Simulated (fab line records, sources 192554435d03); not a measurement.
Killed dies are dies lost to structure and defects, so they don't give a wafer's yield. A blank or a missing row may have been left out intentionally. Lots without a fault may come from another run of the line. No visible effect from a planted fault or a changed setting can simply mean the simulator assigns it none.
A struck lot beside a sound one	flow n5 finfet	23 steps out of a route of 1938
Sound: the wafers L727.1, L727.2, L727.3. The struck wafers were L725.1, L725.3, L725.6. The cause is named last.
Order at every step that has rows: each side's tool, ch and its chambers, its first start. Under that, the readings that differ: sound wafers	struck wafers	difference of the means	sigmas: that difference in standard deviations of wafers without a fault.
alike: same words and numbers on both sides, and readings whose means sit less than 2 such deviations apart. not compared: any withheld reading, any reading some wafer has no value for, any bound like >300 that may hide the same value, and any number with overlapping values for which the record gives no deviation.
The two part at a step that has a row with sigmas, a row that says differs or no value, or rows on one side only. Numbers that have no deviation but don't overlap get no sigmas and don't part them. Lack of a reading on every wafer of one side parts them only where that side has two or more wafers.

first, 9 steps without rows for these wafers: N5_BEOL_M7_ILD_DEP_00 (deposits SiCOH lowk from DEMS/porogen, target thk 179.75 nm, time 33.4 s); N5_BEOL_M7_CURE_74 (cures SiCOH lowk, time 240 s); N5_BEOL_M7_PECVD_70 (deposits SiO2 from TEOS/O2, target thk 20 nm, time 22.7 s); N5_BEOL_M7_HM_DEP_02 (deposits TiN, target thk 20 nm); N5_BEOL_M7_COAT_59 (time 60 s, resist thk 100 nm); N5_BEOL_M7_COAT_60 (time 60 s, resist thk 35 nm); N5_BEOL_M7_COAT_05 (resist thk 90 nm); N5_BEOL_M7_EBR_07; N5_BEOL_M7_SOFTBAKE_06 (time 60 s).
N5_BEOL_M7_EXPOSE_08: exposes mask M7.
  sound on arfi scanner-02 ch 0, day 14 22:59; struck on arfi scanner-03 ch 0, day 14 07:09
reading	sound	struck	difference	sigmas
exposure dose mJ cm2	68.20 68.19 68.21	71.37 71.45 71.36	+3.19	+48
  alike: mask
then, 2 steps without rows for these wafers: N5_BEOL_M7_PEB_09 (peb time 60 s); N5_BEOL_M7_DEVELOP_10 (develop time 30 s).
N5_BEOL_M7_CD_MEAS_11: target cd 38.5 nm.
  sound on cd sem-01 ch 0, day 14 23:07; struck on cd sem-01 ch 0, day 14 07:17
reading	sound	struck	difference	sigmas
cd nm (nm)	38.3 39.0 39.6	40.5 40.9 40.9	+1.8	+3
then, 1 step without rows for these wafers: N5_BEOL_M7_DESCUM_16 (chemistry O2, time 7.9 s).
N5_BEOL_M7_ETCH_61: etches SiARC in CF4, target depth 45.5 nm, time 75.8 s.
  sound on rie diel-01 ch 1,2,3, day 14 23:29; struck on rie diel-01 ch 1,3, day 14 07:24
reading	sound	struck	difference	sigmas
model.BEOL_M7.cd offset nm (nm)	0.2 0.8 1.2	2.2 2.6 2.4	+1.7	
  alike: drypump motor current A, etch rf on time s, oes product au, rf vpp V, showerhead plenum p Torr, throttle valve pct
  not compared: rf hours counter h
then, 3 steps without rows for these wafers: N5_BEOL_M7_ETCH_62 (etches SOC in N2/H2, target depth 110 nm, overetch 22 nm, time 165 s); N5_BEOL_M7_STRIP_68 (strips in N2/H2); N5_BEOL_M7_STRIP_67 (strips in CF4).
N5_BEOL_M7_HM_OPEN_17: chemistry Cl2/BCl3, target TiN, target depth 20 nm, overetch 6 nm.
  sound on rie metal-02 ch 0,1, day 14 23:44; struck on rie metal-02 ch 0,1, day 14 07:38
reading	sound	struck	difference	sigmas
model.BEOL_M7.cd offset nm (nm)	-0.2 0.8 1.2	1.6 2.4 1.8	+1.3	
  alike: drypump motor current A, oes product au, throttle valve pct
  not compared: rf hours counter h
then, 1 step without rows for these wafers: N5_BEOL_M7_STRIP_19 (strips in O2).
N5_BEOL_M7_CD_MEAS_18: pitch 80 nm, target cd 40 nm.
  sound on cd sem-03 at day 14 23:58; struck on cd sem-02 at day 14 07:49
reading	sound	struck	difference	sigmas
cd nm (nm)	39.7 40.8 41.0	41.7 42.3 41.9	+1.5	+2
then, 1 step without rows for these wafers: N5_BEOL_M7_COAT_63 (time 60 s, resist thk 60 nm).
-- record jumps: 3 days separate the struck wafers' starts on either side; left off in module BEOL_M7, taken up again in module PASSIVATION, whose first shown step is the route's number 1936 --
N5_PASSIVATION_PROBE_49:
  only the struck wafers here have rows in the record (prober-01, day 17 14:31); the sound ones have none

== WHERE THEY PART ==
First at N5_BEOL_M7_EXPOSE_08; last, within this record, at N5_PASSIVATION_PROBE_49.

WHY: whatever the simulator had introduced
Process parameter drift: arfi scanner-03, from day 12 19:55 on, at N5_BEOL_M7_EXPOSE_08. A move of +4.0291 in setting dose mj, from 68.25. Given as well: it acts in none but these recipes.
